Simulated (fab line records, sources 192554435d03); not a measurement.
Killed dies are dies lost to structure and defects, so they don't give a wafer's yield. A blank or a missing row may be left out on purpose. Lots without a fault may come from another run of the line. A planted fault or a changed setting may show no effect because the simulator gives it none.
One fault seen from 3 desks | flow n5_finfet | each desk has only its own numbers; what lay behind them comes last

THE DEFECT DESK
What the inspections along the route counted, lot by lot: means of the sampled wafers that have a number. A lot is out of limits, marked OUT, if its mean lies more than 4 standard deviations from the usual mean; the brackets give that distance.
Columns: A = raw_defect_count at N5_STI_FIN_REVEAL_INSPECT_13, usual 12
lot  | first seen here | A
L388 | day 2 19:43     | 8
L391 | day 3 15:00     | 14
L392 | day 3 19:55     | 6
L393 | day 4 01:04     | 11
L394 | day 4 06:08     | 10
L403 | day 6 12:02     | 11
L410 | day 8 08:11     | 10
This desk's finding: nothing out of limits on any of the 7 lots.

THE METROLOGY DESK
What the gauges read, lot by lot, whatever tool the lot ran on: means of the sampled wafers that have a number. A lot is out of limits, marked OUT, if its mean lies more than 4 standard deviations from the usual mean; the brackets give that distance.
Columns: A = cd_nm at N5_STI_FIN_REVEAL_CD_MEAS_22, usual 6.26 nm; B = trench_depth_nm at N5_STI_FIN_REVEAL_FIN_H_MEAS_10, usual 52.2 nm
lot  | first seen here | A    | B
L388 | day 2 19:36     | 6.18 | 52.4
L391 | day 3 14:53     | 5.85 | 51.5
L392 | day 3 19:47     | 6.29 | 51.0
L393 | day 4 00:56     | 6.28 | 51.5
L394 | day 4 06:01     | 6.54 | 51.7
L403 | day 6 11:55     | 6.03 | 51.9
L410 | day 8 08:04     | 6.12 | 52.6
This desk's finding: nothing out of limits on any of the 7 lots.

THE TOOL OWNER'S DESK: lpcvd-02
The tool's own readings at N5_DUMMY_GATE_CVD_03 (deposits a-Si from SiH4, target thk 150 nm, time 8042 s): means of the sampled wafers that have a number, for each lot that ran on this tool. A lot is out of limits, marked OUT, if its mean lies more than 4 standard deviations from the usual mean; the brackets give that distance.
Columns: A = spike_tc_top_C at N5_DUMMY_GATE_CVD_03, usual 551.2 C; B = spike_tc_upper_C at N5_DUMMY_GATE_CVD_03, usual 530.0 C
lot  | first seen here | A     | B
L388 | day 2 19:58     | 554.7 | 531.1
L391 | day 3 15:13     | 552.7 | 527.9
L392 | day 3 20:07     | 554.3 | 531.0
L393 | day 4 01:16     | 554.6 | 530.6
L394 | day 4 06:20     | 554.3 | 530.5
L410 | day 8 08:23     | 553.2 | 528.5
This desk's finding: nothing out of limits on any of the 6 lots.

PUT TOGETHER
The defect desk saw nothing out of limits.
The metrology desk saw nothing out of limits.
The tool owner's desk saw nothing out of limits.

WHAT THE SIMULATOR HAD PUT IN
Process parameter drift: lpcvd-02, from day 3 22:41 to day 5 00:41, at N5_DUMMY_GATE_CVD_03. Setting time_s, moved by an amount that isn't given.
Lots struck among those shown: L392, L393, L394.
